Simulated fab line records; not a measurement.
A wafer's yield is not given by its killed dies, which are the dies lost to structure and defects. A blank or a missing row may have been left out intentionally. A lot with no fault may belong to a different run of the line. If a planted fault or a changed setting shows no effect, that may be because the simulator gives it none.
Which of the tools did it? / flow n5Finfet / 24 lots with 72 wafers sampled at 2 steps, on a route of 1938 steps

## WHAT EACH GAUGE READ, for each wafer
N5_BEOL_M1_OVL_MEAS_12.
lot=L075; measured=day 6 11:47; on=overlay-01; M1_OVL (nm)=-0.2 0.2 1.2
lot=L074; measured=day 6 12:53; on=overlay-02; M1_OVL (nm)=-0.4 0.3 0.4
lot=L076; measured=day 6 16:11; on=overlay-02; M1_OVL (nm)=1.0 0.8 0.4
lot=L077; measured=day 7 01:41; on=overlay-02; M1_OVL (nm)=0.3 -0.7 0.0
lot=L078; measured=day 7 13:37; on=overlay-01; M1_OVL (nm)=0.0 0.4 -0.2
lot=L079; measured=day 7 17:39; on=overlay-02; M1_OVL (nm)=-0.2 -0.7 0.0
lot=L081; measured=day 7 21:22; on=overlay-02; M1_OVL (nm)=0.9 0.3 -0.2
lot=L080; measured=day 8 00:02; on=overlay-01; M1_OVL (nm)=0.2 0.1 0.7
lot=L082; measured=day 8 03:11; on=overlay-02; M1_OVL (nm)=-0.2 1.0 0.8
lot=L083; measured=day 8 18:20; on=overlay-01; M1_OVL (nm)=1.2 2.3 2.2
lot=L084; measured=day 8 19:44; on=overlay-01; M1_OVL (nm)=-0.9 0.2 0.6
lot=L085; measured=day 9 02:50; on=overlay-01; M1_OVL (nm)=-0.2 -0.3 -0.5
lot=L086; measured=day 9 03:00; on=overlay-01; M1_OVL (nm)=0.7 1.2 1.1
lot=L087; measured=day 9 11:43; on=overlay-01; M1_OVL (nm)=1.0 -0.3 -0.2
lot=L088; measured=day 9 15:26; on=overlay-01; M1_OVL (nm)=1.1 0.2 1.6
lot=L089; measured=day 9 23:35; on=overlay-02; M1_OVL (nm)=0.9 0.2 0.1
lot=L091; measured=day 10 13:33; on=overlay-01; M1_OVL (nm)=1.1 0.5 0.4
lot=L090; measured=day 10 17:25; on=overlay-02; M1_OVL (nm)=0.1 0.4 0.2
lot=L092; measured=day 10 21:08; on=overlay-02; M1_OVL (nm)=-0.6 0.3 -0.8
lot=L093; measured=day 11 02:52; on=overlay-02; M1_OVL (nm)=0.1 0.5 1.0
lot=L094; measured=day 11 10:23; on=overlay-02; M1_OVL (nm)=0.8 0.2 0.9
lot=L095; measured=day 11 16:19; on=overlay-02; M1_OVL (nm)=-0.5 -0.5 -1.0
lot=L096; measured=day 12 07:47; on=overlay-02; M1_OVL (nm)=0.5 0.5 0.1
lot=L097; measured=day 12 08:07; on=overlay-01; M1_OVL (nm)=0.2 1.6 1.7

N5_BEOL_M1_INSPECT_13: inspects for defects (brightfield).
lot=L075; measured=day 6 11:50; on=defectInspect-01; rawDefectCount=381 431 560
lot=L074; measured=day 6 12:56; on=defectInspect-01; rawDefectCount=565 494 412
lot=L076; measured=day 6 16:14; on=defectInspect-02; rawDefectCount=400 596 341
lot=L077; measured=day 7 01:44; on=defectInspect-01; rawDefectCount=340 383 300
lot=L078; measured=day 7 13:41; on=defectInspect-02; rawDefectCount=444 457 317
lot=L079; measured=day 7 17:42; on=defectInspect-02; rawDefectCount=289 369 320
lot=L081; measured=day 7 21:25; on=defectInspect-02; rawDefectCount=420 326 388
lot=L080; measured=day 8 00:06; on=defectInspect-01; rawDefectCount=338 390 315
lot=L082; measured=day 8 03:14; on=defectInspect-01; rawDefectCount=393 307 477
lot=L083; measured=day 8 18:24; on=defectInspect-01; rawDefectCount=323 428 329
lot=L084; measured=day 8 19:48; on=defectInspect-02; rawDefectCount=403 525 336
lot=L085; measured=day 9 02:53; on=defectInspect-01; rawDefectCount=339 287 271
lot=L086; measured=day 9 03:03; on=defectInspect-02; rawDefectCount=310 325 419
lot=L087; measured=day 9 11:46; on=defectInspect-02; rawDefectCount=316 345 280
lot=L088; measured=day 9 15:29; on=defectInspect-01; rawDefectCount=356 412 446
lot=L089; measured=day 9 23:38; on=defectInspect-01; rawDefectCount=421 381 345
lot=L091; measured=day 10 13:36; on=defectInspect-02; rawDefectCount=513 426 477
lot=L090; measured=day 10 17:28; on=defectInspect-01; rawDefectCount=362 459 415
lot=L092; measured=day 10 21:11; on=defectInspect-01; rawDefectCount=762 555 439
lot=L093; measured=day 11 02:55; on=defectInspect-01; rawDefectCount=715 523 620
lot=L094; measured=day 11 10:27; on=defectInspect-01; rawDefectCount=519 487 455
lot=L095; measured=day 11 16:22; on=defectInspect-02; rawDefectCount=421 357 367
lot=L096; measured=day 12 07:49; on=defectInspect-01; rawDefectCount=567 323 581
lot=L097; measured=day 12 08:10; on=defectInspect-02; rawDefectCount=321 301 303

## EACH LOT AND THE TOOL THAT RAN IT (in order: tool; ch and the chambers of the sampled wafers; start)
There is no process step in the record ahead of these readings.

## AS READ BY THE TOOLS THEMSELVES (means over the sampled wafers that have a number; for cases with no such wafer, the mark the record gives instead)
The record holds no such reading with a usual standard deviation.

## THE ANSWER, worked out from the rows above alone
Rule: usual is defined by the lots themselves. Put in order of their means at a reading, lots are off if they are a third of the lots or fewer, leave a main group of 4 or more, and stand apart from it by a gap of 3 or more times the standard deviation of the main group's means; of several such gaps the widest counts. A main group whose means are all the same, to the digits that the tables above print for the reading, isn't used. A lot without any number at a reading at which 4 lots or more have one is off too. The other lots that the step has rows for count as sound. Order of review: gauges by route order, followed by the tools' own readings, for which a lot's mean as printed above is used. At the first step where some lot is off, the reading lying furthest off is the one used; lots without a number count as furthest.
None of the lots is off at any reading shown; this tells nothing.

## WHAT THE SIMULATOR HAD INSERTED
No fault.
